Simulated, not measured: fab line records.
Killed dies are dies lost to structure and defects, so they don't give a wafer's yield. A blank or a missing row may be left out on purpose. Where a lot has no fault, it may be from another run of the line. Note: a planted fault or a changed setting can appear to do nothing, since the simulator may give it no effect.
Which tool was responsible? -- flow n5-finfet -- 10 lots, 29 wafers sampled, at 4 steps of a route of 1938

WHAT EACH GAUGE READ, for each wafer
N5_BEOL_M4_RC_MEAS_101.
lot,measured,on,DIBL_N (mV/V),DIBL_P (mV/V),IOFF_N (nA/um),IOFF_P (nA/um),ION_N (uA/um),ION_P (uA/um),SS_N (mV/dec),SS_P (mV/dec),VT_N (mV),VT_P (mV)
L190,day 10 06:41,prober-01,34.1 36.0 37.1,32.0 35.3 37.1,0.11 0.13 0.15,0.14 0.16 0.20,661 658 654,453 450 455,70.8 71.4 72.1,72.9 73.9 74.2,259 255 251,-259 -258 -254
L189,day 10 07:52,prober-02,37.0 36.0 39.7,36.6 35.6 40.1,0.16 0.14 0.21,0.20 0.19 0.26,669 663 700,457 460 473,72.0 71.0 72.0,73.2 72.6 74.0,254 255 246,-252 -251 -249
L192,day 11 04:19,prober-02,35.8 38.2 35.3,35.0 37.5 33.7,0.13 0.17 0.13,0.19 0.22 0.18,662 672 662,459 463 464,71.5 72.1 71.2,73.2 73.5 72.7,253 249 252,-253 -247 -252
L193,day 11 11:53,prober-02,36.6 38.0 30.6,36.2 37.7 28.6,0.16 0.18 0.08,0.21 0.22 0.11,666 680 656,452 460 446,71.6 71.9 70.4,73.5 74.1 71.3,252 249 259,-250 -253 -260
L195,day 11 18:24,prober-01,36.0 36.6 35.9,36.7 38.2 35.8,0.15 0.17 0.15,0.22 0.24 0.19,671 686 658,461 471 450,71.7 71.6 72.3,73.2 74.0 73.3,252 250 254,-247 -244 -253
L194,day 11 20:52,prober-02,40.2 38.9 38.6,39.5 37.9 36.6,0.21 0.18 0.17,0.29 0.24 0.22,695 676 668,476 471 456,72.0 72.1 71.9,74.3 73.6 73.7,243 247 250,-245 -248 -250
L198,day 12 07:01,prober-02,37.8 34.2 38.7,37.9 32.6 38.6,0.20 0.12 0.23,0.22 0.15 0.25,691 660 700,461 448 463,71.4 71.2 72.4,74.0 72.5 74.3,245 254 243,-252 -254 -251
L197,day 12 11:42,prober-02,34.1 37.7 34.2,35.5 38.3 35.0,0.13 0.21 0.14,0.21 0.25 0.20,669 676 667,466 466 466,71.0 72.5 71.3,73.4 74.1 73.2,251 247 249,-248 -247 -252
L196,day 12 12:41,prober-01,34.6 38.4 39.2,35.0 39.2 41.3,0.12 0.19 0.21,0.17 0.25 0.28,659 686 685,452 464 466,70.8 71.7 72.1,72.6 74.5 73.9,257 248 247,-250 -249 -249
L205,day 14 06:51,prober-02,37.1 34.0,38.2 34.5,0.17 0.12,0.21 0.16,685 675,470 460,71.1 70.8,74.5 73.5,253 252,-253 -258

N5_PASSIVATION_CD_MEAS_44: target cd 40000 nm.
lot,measured,on,cd-nm (nm)
L190,day 14 22:11,cd-sem-02,39994 40005 40002
L189,day 14 22:38,cd-sem-02,39990 39998 39992
L192,day 15 04:16,cd-sem-01,40006 40001 40007
L193,day 15 08:44,cd-sem-03,40003 40008 40008
L195,day 15 12:38,cd-sem-02,40001 39996 39989
L194,day 15 23:05,cd-sem-02,40000 40003 39996
L198,day 16 14:02,cd-sem-02,39993 39996 39990
L197,day 16 12:07,cd-sem-03,39995 40001 40001
L196,day 16 14:11,cd-sem-01,39993 39988 39995
L205,day 18 11:22,cd-sem-03,40000 40005

N5_PASSIVATION_INSPECT_67: inspects for defects (macro).
lot,measured,on,raw-defect-count
L190,day 14 22:14,defect-inspect-02,2 1 3
L189,day 14 22:41,defect-inspect-02,2 2 2
L192,day 15 04:19,defect-inspect-01,1 5 2
L193,day 15 08:48,defect-inspect-02,2 3 6
L195,day 15 12:42,defect-inspect-02,1 1 3
L194,day 15 23:08,defect-inspect-01,4 2 1
L198,day 16 14:05,defect-inspect-02,1 6 2
L197,day 16 12:11,defect-inspect-01,0 3 1
L196,day 16 14:15,defect-inspect-01,1 0 2
L205,day 18 11:25,defect-inspect-01,4 4

WHICH TOOL RAN EACH LOT (tool, then ch and the chambers of the sampled wafers, then the start)
lot,N5_PASSIVATION_AL_DEP_21
L190,"pvd-sputter-03, day 14 19:34"
L189,"pvd-sputter-02, day 14 20:17"
L192,"pvd-sputter-02, day 15 01:46"
L193,"pvd-sputter-03, day 15 06:27"
L195,"pvd-sputter-03, day 15 10:26"
L194,"pvd-sputter-03, day 15 20:44"
L198,"pvd-sputter-03, day 16 11:26"
L197,"pvd-sputter-03, day 16 09:46"
L196,"pvd-sputter-01, day 16 11:32"
L205,"pvd-sputter-01, day 18 09:02"
- N5_PASSIVATION_AL_DEP_21: deposits Al, target thk 2800 nm, time 170 s.

WHAT THE TOOLS THEMSELVES READ (means of the sampled wafers that have a number; where no wafer has one, the mark that the record gives instead)
N5_PASSIVATION_AL_DEP_21.
lot,tool,throttle-valve-pct (%)
L190,pvd-sputter-03,29.3
L189,pvd-sputter-02,30.1
L192,pvd-sputter-02,30.3
L193,pvd-sputter-03,30.1
L195,pvd-sputter-03,29.9
L194,pvd-sputter-03,30.2
L198,pvd-sputter-03,29.6
L197,pvd-sputter-03,29.4
L196,pvd-sputter-01,29.0
L205,pvd-sputter-01,29.3

THE ANSWER, worked out from the rows above alone
Rule: the lots themselves supply what counts as usual. Put in order of their means at a reading, lots are off if they are a third of the lots or fewer, leave a main group of 4 or more, and stand apart from it by a gap of 3 or more times the standard deviation of the main group's means; of several such gaps the widest counts. A main group is skipped when, at the precision printed for the reading in the tables above, its means are all equal. A lot without any number at a reading at which 4 lots or more have one is off too. Where the step has rows for the other lots, those lots are counted as sound. Order of review: gauges by route order, followed by the tools' own readings, for which a lot's mean as printed above is used. The first step at which some lot is off is used, and at that step the reading that is off furthest; a lot without a number counts as furthest.
Across all readings shown, no lot is off: no conclusion can be drawn from this.

WHAT THE SIMULATOR HAD PUT IN
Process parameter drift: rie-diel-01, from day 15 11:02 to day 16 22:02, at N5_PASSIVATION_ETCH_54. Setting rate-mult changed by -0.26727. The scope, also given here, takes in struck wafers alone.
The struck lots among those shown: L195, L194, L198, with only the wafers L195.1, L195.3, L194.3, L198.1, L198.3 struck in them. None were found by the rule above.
